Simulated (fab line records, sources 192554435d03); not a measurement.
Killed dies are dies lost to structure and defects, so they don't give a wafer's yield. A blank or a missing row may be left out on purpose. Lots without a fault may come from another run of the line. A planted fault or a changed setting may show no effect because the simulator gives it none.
fab line records | flow n5_finfet
record lots=10 wafers=27 last_day=17
route steps=1938 shown BEOL_M6@1211
lots that met no fault: from a run of the same line without faults
start_h: hours from the record's first day to the start of the lot's first wafer shown | wait_h: hours since the lot's step before | " the same as in the row above | L1.1+2: a row that stands for several wafers | - no value, or no start given | * or withheld: withheld | < > ~ a bound
route shown NAME@n: a module of which the file shows steps, and the number in the route of the first | usual: mean/standard deviation of fault-free wafers | same: alike in all rows | chamber/n: place in a boat | sites: the reading at each site | _std_site: their standard deviation | _edge_site: outer sites' mean less inner sites' | radius_mm: how far each site lies from the wafer's centre | mask NAME#n: copy n | behind: the tool/chamber that last shaped the wafer | hold: why the lot was held/for how many hours/how that ended | device: the transistor (n, p or np) that didn't switch | end of line: the same wafers' tests at the end of the route | a step without rows: its recipe alone | killed: dies lost to structure and defects at the first sort, not the wafer's yield | map: a wafer's dies, x killed, . not, _ none there
set.NAME: the setting as run; set.NAME@STEP: as run at that earlier step | model.NAME: the simulator's own value behind a step, which no gauge read
steps of the route over a sample of lots; a table a step, a row a wafer
services: from which hour (start_h, from the record's first day; less than 0 if before it) a tool's chamber was out of use, for how many hours, and why
## steps
# step N5_BEOL_M6_ETCH_61
# recipe chemistry=CF4 target=SiARC target_depth_a=455 mask_material=CAR-ArF time_s=75.8 ion_energy_ev=80 pressure_mtorr=40 source_w=545 bias_w=36 Ar_flow_sccm=100 cf4_flow_sccm=100 ends=cleared
# usual drypump_motor_current_A=5.8/0.36 etch_rf_on_time_s=75.4/1.4 oes_product_au=0.70/0.072 rf_vpp_V=184.2/1.2 showerhead_plenum_p_Torr=2.15/0.077 throttle_valve_pct=15.48/0.12
# columns lot.wafer tool chamber start_h wait_h drypump_motor_current_A etch_rf_on_time_s oes_product_au rf_hours_counter_h rf_vpp_V showerhead_plenum_p_Torr throttle_valve_pct
L813.3 rie_diel-04 0 194.20 0.0 5.5 75.3 0.77 28 183.9 2.28 15.30
L813.5 " 1 " " 5.7 76.0 0.64 - 186.5 2.22 15.56
L813.6 " 0 " " 5.5 75.1 0.77 - 185.5 2.28 15.32
L812.3 rie_diel-02 3 194.66 0.0 6.3 77.9 0.59 206 184.0 2.20 15.44
L812.4 " 0 " " 5.9 74.0 0.76 57 186.1 2.17 15.42
L812.5 " 3 " " 6.3 78.5 0.60 - 185.2 2.20 15.44
L816.2 rie_diel-03 2 218.65 0.0 4.8 73.8 0.79 9 182.9 2.10 15.39
L816.4 " 1 " " 6.3 75.5 0.76 31 185.7 2.18 15.47
L816.6 " 1 " " 6.2 75.5 0.74 - 185.8 2.18 15.47
L820.1 rie_diel-02 1 251.48 0.0 5.6 72.8 0.83 4 184.7 2.27 15.29
L820.3 " 2 " " 5.9 75.1 0.62 195 182.3 2.04 15.69
L821.3 rie_diel-04 2 260.51 0.0 6.2 75.4 0.82 8 182.0 2.11 15.33
L821.6 " 3 " " 5.5 74.6 0.69 - 183.4 2.07 15.46
L823.1 rie_diel-03 3 271.73 0.0 6.1 78.5 0.69 89 184.6 2.16 15.60
L823.3 " 0 " " 5.7 74.9 0.76 33 183.1 2.10 15.41
L828.2 rie_diel-02 2 287.37 0.0 5.9 75.5 0.61 208 185.2 2.04 15.71
L828.3 " 3 " " 6.3 77.6 0.58 242 183.3 2.19 15.50
L828.4 " 1 " " 5.6 73.6 0.80 15 186.4 2.27 15.33
L827.2 rie_diel-04 0 297.90 0.0 5.5 75.1 0.71 74 183.6 2.27 15.39
L827.3 " 3 " " 5.5 75.6 0.66 105 183.0 2.07 15.49
L827.5 " 0 " " 5.5 75.6 0.71 - 185.3 2.27 15.39
L830.1 rie_diel-04 2 315.57 0.0 6.3 75.3 0.79 27 183.8 2.10 15.37
L830.3 " 0 " " 5.5 75.6 0.70 82 184.8 2.26 15.43
L830.5 " 0 " " 5.5 75.1 0.71 - 185.0 2.26 15.41
L833.1 rie_diel-03 0 333.62 0.0 5.7 75.1 0.73 54 184.0 2.10 15.46
L833.3 " 2 " " 4.8 74.2 0.73 42 182.6 2.09 15.46
L833.5 " 1 " " 6.2 76.6 0.70 - 184.3 2.17 15.52
# step N5_BEOL_M6_HM_OPEN_17
# recipe chemistry=Cl2/BCl3 target_depth_a=200 overetch_a=60 target=TiN mask_material=SOC ion_energy_ev=150 pressure_mtorr=10 icp_w=1000 bias_w=126 Cl2_flow_sccm=53.25 bcl3_flow_sccm=21.75 Ar_flow_sccm=25
# usual bcl3_flow_sccm=21.74/0.061 drypump_motor_current_A=5.8/0.4 oes_product_au=0.65/0.054 throttle_valve_pct=22.34/0.12
# columns lot.wafer tool chamber start_h wait_h bcl3_flow_sccm drypump_motor_current_A oes_product_au rf_hours_counter_h throttle_valve_pct
L813.3 rie_metal-03 1 194.48 0.1 21.87 6.0 0.66 - 22.43
L813.5 " 1 " " 21.81 6.0 0.66 - 22.43
L813.6 " 0 " " 21.75 6.4 0.57 - 22.34
L812.3 rie_metal-03 0 194.94 0.1 21.76 6.4 0.57 - 22.33
L812.4 " 1 " " 21.68 6.0 0.65 - 22.43
L812.5 " 0 " " 21.78 6.4 0.57 - 22.32
L816.2 rie_metal-01 1 218.90 0.0 21.63 6.2 0.68 36 22.42
L816.4 " 0 " " 21.79 5.4 0.63 - 22.42
L816.6 " 0 " " 21.71 5.5 0.63 - 22.42
L820.1 rie_metal-02 0 251.72 0.0 21.75 5.2 0.64 43 22.11
L820.3 " 0 " " 21.77 5.2 0.64 - 22.13
L821.3 rie_metal-01 0 260.79 0.1 21.66 5.5 0.62 - 22.44
L821.6 " 0 " " 21.72 5.5 0.61 - 22.43
L823.1 rie_metal-01 0 271.97 0.0 21.80 5.5 0.62 60 22.44
L823.3 " 1 " " 21.77 6.2 0.66 - 22.45
L828.2 rie_metal-03 1 287.61 0.0 21.68 6.0 0.65 55 22.44
L828.3 " 0 " " 21.67 6.4 0.56 - 22.33
L828.4 " 1 " " 21.77 6.0 0.65 - 22.45
L827.2 rie_metal-01 0 298.14 0.0 21.78 5.4 0.61 62 22.43
L827.3 " 0 " " 21.75 5.4 0.62 - 22.45
L827.5 " 1 " " 21.76 6.2 0.67 - 22.44
L830.1 rie_metal-03 1 315.81 0.0 21.66 6.0 0.64 58 22.46
L830.3 " 1 " " 21.64 6.0 0.63 - 22.46
L830.5 " 1 " " 21.72 6.0 0.64 - 22.45
L833.1 rie_metal-02 0 333.86 0.0 21.81 5.2 0.63 49 22.16
L833.3 " 0 " " 21.74 5.2 0.62 - 22.15
L833.5 " 1 " " 21.78 5.8 0.71 - 22.26
# step N5_BEOL_M6_ETCH_72
# recipe chemistry=N2/H2 target=underlayer target_depth_a=65 mask_material=CAR-EUV time_s=5.2 ion_energy_ev=200 pressure_mtorr=30 source_w=840 bias_w=150 n2_flow_sccm=200 h2_flow_sccm=200 ends=cleared
# usual drypump_motor_current_A=5.8/0.43 etch_rf_on_time_s=5.15/0.098 oes_product_au=0.72/0.076 rf_vpp_V=524.2/2.5 showerhead_plenum_p_Torr=2.56/0.077 throttle_valve_pct=17.71/0.17
# columns lot.wafer tool chamber start_h wait_h drypump_motor_current_A etch_rf_on_time_s oes_product_au rf_hours_counter_h rf_vpp_V showerhead_plenum_p_Torr throttle_valve_pct
L813.3 rie_diel-04 2 195.61 0.0 6.3 5.21 0.59 246 521.5 2.50 18.01
L813.5 " 0 " " 5.5 5.15 0.78 - 528.8 2.69 17.40
L813.6 " 3 " " 5.6 5.17 0.71 - 524.3 2.47 17.68
L812.3 rie_diel-03 1 195.90 0.0 6.3 5.14 0.77 25 524.6 2.60 17.83
L812.4 " 3 " " 6.1 5.22 0.71 69 524.1 2.57 17.77
L812.5 " 0 " " 5.7 4.99 0.81 - 520.2 2.49 17.78
L816.2 rie_diel-03 1 220.48 0.0 6.2 5.19 0.75 32 524.5 2.60 17.84
L816.4 " 0 " " 5.8 5.10 0.78 20 522.1 2.49 17.77
L816.6 " 2 " " 4.8 5.08 0.80 - 523.0 2.48 17.56
L820.1 rie_diel-04 3 254.26 0.0 5.5 5.11 0.68 89 522.1 2.46 17.74
L820.3 " 2 " " 6.2 3.40 1.07 5 521.8 2.50 17.60
L821.3 rie_diel-04 1 262.56 0.0 5.7 3.47 0.80 206 524.4 2.63 17.92
L821.6 " 1 " " 5.7 5.15 0.62 - 525.3 2.62 17.89
L823.1 rie_diel-04 1 274.85 0.0 5.7 5.22 0.62 211 525.6 2.62 17.91
L823.3 " 2 " " 6.3 3.41 1.04 13 522.8 2.50 17.65
L828.2 rie_diel-03 2 290.57 0.0 4.8 5.05 0.76 28 522.6 2.47 17.57
L828.3 " 3 " " 6.1 5.23 0.68 96 524.7 2.56 17.82
L828.4 " 0 " " 5.7 5.16 0.74 40 521.5 2.48 17.82
L827.2 rie_diel-02 0 299.01 0.0 5.9 5.01 0.71 97 522.9 2.55 17.73
L827.3 " 2 " " 5.9 5.21 0.61 212 521.1 2.43 18.10
L827.5 " 0 " " 5.9 5.01 0.71 - 525.6 2.55 17.75
L830.1 rie_diel-03 1 316.78 0.0 6.3 5.16 0.71 61 524.2 2.59 17.89
L830.3 " 2 " " 4.8 5.09 0.74 37 520.5 2.47 17.60
L830.5 " 0 " " 5.8 5.14 0.74 - 518.9 2.47 17.82
L833.1 rie_diel-02 3 334.83 0.0 6.3 5.24 0.84 1 526.4 2.61 17.43
L833.3 " 0 " " 5.9 5.07 0.69 112 524.5 2.55 17.77
L833.5 " 3 " " 6.3 5.15 0.84 - 527.1 2.61 17.43
# step N5_BEOL_M6_STRIP_36
# recipe chemistry=N2/H2 power_w=450 temp_c=40 pressure_mtorr=20 rf_frequency_hz=6e+07 overash_fraction=0.3 bias_power_w=7 h2_frac=0.5 n2_flow_sccm=200 h2_flow_sccm=200
# usual drypump_motor_current_A=5.8/0.43 oes_product_au=0.84/0.084 rf_vpp_V=59.2/1.5 showerhead_plenum_p_Torr=2.55/0.077 throttle_valve_pct=23.53/0.23
# columns lot.wafer tool chamber start_h wait_h drypump_motor_current_A oes_product_au rf_hours_counter_h rf_vpp_V showerhead_plenum_p_Torr throttle_valve_pct
L813.3 rie_diel-04 2 195.81 0.0 6.3 0.71 246 59.4 2.50 23.75
L813.5 " 0 " " 5.6 0.91 - 60.4 2.68 23.16
L813.6 " 3 " " 5.5 0.81 - 59.6 2.46 23.54
L812.3 rie_diel-03 1 196.10 0.0 6.3 0.87 25 59.8 2.60 23.79
L812.4 " 3 " " 6.1 0.84 69 59.2 2.57 23.53
L812.5 " 0 " " 5.7 0.94 - 59.1 2.49 23.81
L816.2 rie_diel-03 1 220.68 0.0 6.3 0.86 32 59.9 2.60 23.76
L816.4 " 0 " " 5.8 0.93 20 60.8 2.48 23.79
L816.6 " 2 " " 4.8 0.91 - 59.5 2.48 23.24
L820.1 rie_diel-04 3 254.46 0.0 5.5 0.81 89 59.8 2.45 23.60
L820.3 " 2 " " 6.3 0.98 5 57.5 2.49 23.33
L821.3 rie_diel-04 1 262.76 0.0 5.7 0.73 206 57.5 2.62 23.72
L821.6 " 1 " " 5.7 0.73 - 61.6 2.62 23.73
L823.1 rie_diel-04 1 275.05 0.0 5.7 0.71 211 59.2 2.62 23.74
L823.3 " 2 " " 6.3 0.95 13 59.4 2.49 23.37
L828.2 rie_diel-03 2 290.77 0.0 4.8 0.86 28 61.7 2.47 23.27
L828.3 " 3 " " 6.1 0.81 96 58.4 2.56 23.57
L828.4 " 0 " " 5.7 0.87 40 57.5 2.47 23.83
L827.2 rie_diel-02 0 299.20 0.0 5.9 0.84 97 61.1 2.55 23.64
L827.3 " 2 " " 5.9 0.70 212 59.0 2.43 23.90
L827.5 " 0 " " 5.9 0.83 - 58.0 2.55 23.62
L830.1 rie_diel-03 1 316.98 0.0 6.3 0.83 61 59.2 2.58 23.83
L830.3 " 2 " " 4.8 0.86 37 57.7 2.46 23.32
L830.5 " 0 " " 5.8 0.86 - 58.6 2.47 23.88
L833.1 rie_diel-02 3 335.03 0.0 6.3 1.02 1 59.8 2.61 23.32
L833.3 " 0 " " 5.9 0.81 112 58.0 2.54 23.63
L833.5 " 3 " " 6.3 1.02 - 60.7 2.61 23.33
## services
# columns tool chamber start_h hours kind
rie_metal-03 - 196.00 0.4 repair
rie_metal-02 - 203.10 2.8 pm
rie_diel-03 - 212.07 0.1 repair
rie_diel-04 2 216.41 - clean
rie_diel-04 2 216.41 - consumable_replace:focus_ring
rie_diel-04 2 216.41 23.9 scheduled_down
rie_diel-04 2 216.41 23.9 vent_cycle
rie_diel-02 1 219.16 - clean
rie_diel-02 1 219.16 - consumable_replace:focus_ring
rie_diel-02 1 219.16 - consumable_replace:showerhead
rie_diel-02 1 219.16 21.4 scheduled_down
rie_diel-02 1 219.16 21.4 vent_cycle
rie_diel-03 - 223.88 15.6 pm
rie_metal-03 1 230.89 8.2 repair
rie_diel-04 3 238.86 7.2 repair
rie_metal-03 - 256.46 0.2 repair
rie_diel-02 3 311.75 - clean
rie_diel-02 3 311.75 - consumable_replace:focus_ring
rie_diel-02 3 311.75 20.7 scheduled_down
rie_diel-02 3 311.75 20.7 vent_cycle
rie_metal-03 0 328.34 - clean
rie_metal-03 0 328.34 15.6 scheduled_down
rie_metal-03 0 328.34 15.6 vent_cycle
## key
first_sign step=N5_BEOL_M6_ETCH_72 reading=etch_rf_on_time_s direction=down sigmas=17 usual=* struck=*
effect step=N5_BEOL_M6_ETCH_72 reading=oes_product_au direction=up sigmas=3.3 usual=0.72 struck=0.97
met_at N5_BEOL_M6_ETCH_72
struck_lots L820,L821,L823
struck_wafers L820.3,L821.3,L823.3
not_acting_at N5_BEOL_M6_ETCH_61,N5_BEOL_M6_HM_OPEN_17,N5_BEOL_M6_STRIP_36
onset_between 195.61 254.26
fault kind=process_parameter_drift tool=rie_diel-04 chamber=- onset_h=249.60 steps=N5_BEOL_M6_ETCH_72 channel=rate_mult offset=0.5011 shape=step end_h=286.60 scope=struck_wafers_only
